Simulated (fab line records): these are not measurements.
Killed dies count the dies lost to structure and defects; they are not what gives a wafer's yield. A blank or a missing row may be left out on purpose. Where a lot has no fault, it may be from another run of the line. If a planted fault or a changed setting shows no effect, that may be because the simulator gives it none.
Matching of chambers ; flow n5 finfet ; pecvd-02 running N5_BEOL_M1_PECVD_72: 3 sister chambers
The step deposits SiO2 from TEOS/O2, target thk 16 nm, time 18 s. 6 wafers are shown with their chamber, then 10 later ones without.

WAFERS, EACH WITH ITS CHAMBER
wafer;chamber;throttle valve pct (%);heater power w (W)
L082.6;2;20.4;674
L085.2;0;22.4;783
L085.4;1;22.0;630
L085.6;0;22.3;800
L087.1;2;20.9;639
L087.2;1;22.3;703

WAFERS WITH NO CHAMBER GIVEN
wafer;throttle valve pct (%);heater power w (W)
L087.5;20.7;643
L093.2;20.7;654
L093.4;20.6;673
L093.6;22.2;692
L076.2;20.8;608
L076.3;22.2;707
L076.5;22.4;699
L096.1;21.2;689
L096.3;22.2;653
L096.4;20.8;694

WHICH CHAMBER EACH WENT THROUGH
wafer;from the rows above;in truth
L087.5;2;2
L093.2;2;2
L093.4;2;2
L093.6;1;1
L076.2;2;2
L076.3;can't be placed: 1 or 0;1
L076.5;can't be placed: 1 or 0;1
L096.1;can't be placed: 2 or 1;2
L096.3;1;1
L096.4;2;2
Placed correctly: 7 of 10. Not placeable from these rows: 3 (in 3, the candidates include the true chamber). 0 placed wrongly.
How it was worked out, from the rows above alone: a wafer's distance from a chamber is the root of the sum, over the readings, of the square of ((its reading less the chamber's mean) divided by the reading's scatter). The wafer belongs to the nearest chamber; if the next one is less than 2 further off, it can't be placed. A chamber's mean is the mean of its shown wafers. The scatter is the square root of a quotient: the sum, over the shown wafers, of each reading's squared deviation from its chamber's mean, divided by wafers minus chambers.
